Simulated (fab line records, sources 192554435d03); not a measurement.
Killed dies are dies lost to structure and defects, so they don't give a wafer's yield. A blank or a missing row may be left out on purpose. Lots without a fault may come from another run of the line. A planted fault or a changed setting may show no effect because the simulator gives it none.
A struck lot beside a sound one | flow n5_finfet | 19 steps out of a route of 1938
Sound: wafers L814.3, L814.6. Struck: wafers L804.1, L804.3, L804.4. The cause comes at the end.
At each step with rows: each side's tool, then ch and its chambers, then its first start. Under that, the readings that differ: sound wafers | struck wafers | difference of the means | sigmas: that difference in standard deviations of wafers without a fault.
alike: readings whose means differ by less than 2 such deviations, and words and numbers that are the same on both sides. not compared: withheld readings, readings that some wafer has no value for, bounds like >300 that may hide the same value, and numbers for which the record gives no deviation and whose values overlap.
The two part at a step that has a row with sigmas, a row that says differs or no value, or rows on one side only. Numbers that don't overlap but have no deviation are shown without sigmas and don't part them. A reading that every wafer of one side lacks parts them only if that side has two wafers or more.

first, 7 steps without rows for these wafers: N5_BEOL_M6_COAT_60 (time 60 s, resist thk 35 nm); N5_BEOL_M6_COAT_05 (resist thk 90 nm); N5_BEOL_M6_EBR_07; N5_BEOL_M6_SOFTBAKE_06 (time 60 s); N5_BEOL_M6_EXPOSE_08 (exposes mask M6); N5_BEOL_M6_PEB_09 (peb time 60 s); N5_BEOL_M6_DEVELOP_10 (develop time 30 s).
N5_BEOL_M6_CD_MEAS_11: target cd 38.5 nm.
  sound on cd_sem-02 ch 0, day 14 08:13; struck on cd_sem-02 ch 0, day 12 01:02
  alike: cd_nm
N5_BEOL_M6_OVL_MEAS_12:
  sound on overlay-01 ch 0, day 14 08:14; struck on overlay-01 ch 0, day 12 01:04
  alike: M6_OVL
N5_BEOL_M6_INSPECT_13: inspects for defects (brightfield).
  sound on defect_inspect-02, day 14 08:16; struck on defect_inspect-02, day 12 01:05
  alike: raw_defect_count
N5_BEOL_M6_DESCUM_16: chemistry O2, time 7.9 s.
  sound on rie_diel-06 ch 0, day 14 08:18; struck on rie_diel-01 ch 0,1,2, day 12 01:07
  alike: chamber_pressure_mTorr, drypump_motor_current_A, oes_product_au, rf_vpp_V, showerhead_plenum_p_Torr, throttle_valve_pct
  not compared: rf_hours_counter_h
N5_BEOL_M6_ETCH_61: etches SiARC in CF4, target depth 45.5 nm, time 75.8 s.
  sound on rie_diel-06 ch 0, day 14 08:20; struck on rie_diel-01 ch 0,1,2, day 12 01:09
  reading              | sound       | struck            | difference | sigmas
  bias_w (W)           | 35.88 35.78 | 36.08 36.05 36.11 | +0.25      | +2
  cf4_flow_sccm (sccm) | 99.7 99.6   | 100.3 100.5 100.0 | +0.6       | +2
  alike: chamber_pressure_mTorr, drypump_motor_current_A, etch_rf_on_time_s, oes_product_au, rf_vpp_V, showerhead_plenum_p_Torr, throttle_valve_pct
  not compared: rf_hours_counter_h
N5_BEOL_M6_ETCH_62: etches SOC in N2/H2, target depth 110 nm, overetch 22 nm, time 165 s.
  sound on rie_diel-06 ch 0, day 14 08:23; struck on rie_diel-01 ch 0,1,2, day 12 01:13
  no value came back on the struck wafers for any of 8 readings (bias_w (W), chamber_pressure_mTorr (mTorr) and others); on the sound wafers bias_w (W) reads 150.6 150.4
  reading                                      | sound     | struck         | difference | sigmas
  model.CAR-ArF_of_BEOL_M6_COAT_05.thk_nm (nm) | 0 0       | 50.8 50.8 50.6 | +50.7      |
  model.SiARC_of_BEOL_M6_COAT_60.thk_nm (nm)   | 28.2 28.2 | 35 35 35       | +7         |
  not compared: rf_hours_counter_h
then, 1 step without rows for these wafers: N5_BEOL_M6_STRIP_68 (strips in N2/H2).
N5_BEOL_M6_STRIP_67: strips in CF4.
  sound on rie_diel-06 ch 0, day 14 08:32; struck on rie_diel-01 ch 0,1,2, day 12 01:21
  alike: chamber_pressure_mTorr, drypump_motor_current_A, oes_product_au, rf_vpp_V, showerhead_plenum_p_Torr, throttle_valve_pct
  not compared: rf_hours_counter_h
N5_BEOL_M6_HM_OPEN_17: chemistry Cl2/BCl3, target TiN, target depth 20 nm, overetch 6 nm.
  sound on rie_metal-02 ch 0, day 14 08:37; struck on rie_metal-01 ch 0,1, day 12 01:24
  reading                | sound       | struck            | difference | sigmas
  oes_product_au (a.u.)  | 0.70 0.70   | 0.28 0.26 0.28    | -0.43      | -7
  throttle_valve_pct (%) | 22.32 22.33 | 22.71 23.27 22.72 | +0.57      | +2
  alike: chamber_pressure_mTorr, drypump_motor_current_A, oes_ar_750_au
  not compared: rf_hours_counter_h
N5_BEOL_M6_STRIP_19: strips in O2.
  sound on rie_diel-01 ch 0, day 14 08:43; struck on rie_diel-03 ch 0,1,3, day 12 01:31
  alike: chamber_pressure_mTorr, drypump_motor_current_A, oes_product_au, rf_vpp_V, showerhead_plenum_p_Torr, throttle_valve_pct
  not compared: rf_hours_counter_h
N5_BEOL_M6_CD_MEAS_18: pitch 80 nm, target cd 40 nm.
  sound on cd_sem-02, day 14 08:47; struck on cd_sem-02, day 12 01:35
  reading    | sound     | struck | difference                    | sigmas
  cd_nm (nm) | 39.4 39.7 | - - -  | no value on the struck wafers |
then, 1 step without rows for these wafers: N5_BEOL_M6_COAT_63 (time 60 s, resist thk 60 nm).

WHERE THEY PART
First at N5_BEOL_M6_ETCH_61; last, within this record, at N5_BEOL_M6_CD_MEAS_18.

WHY: what the simulator had put in
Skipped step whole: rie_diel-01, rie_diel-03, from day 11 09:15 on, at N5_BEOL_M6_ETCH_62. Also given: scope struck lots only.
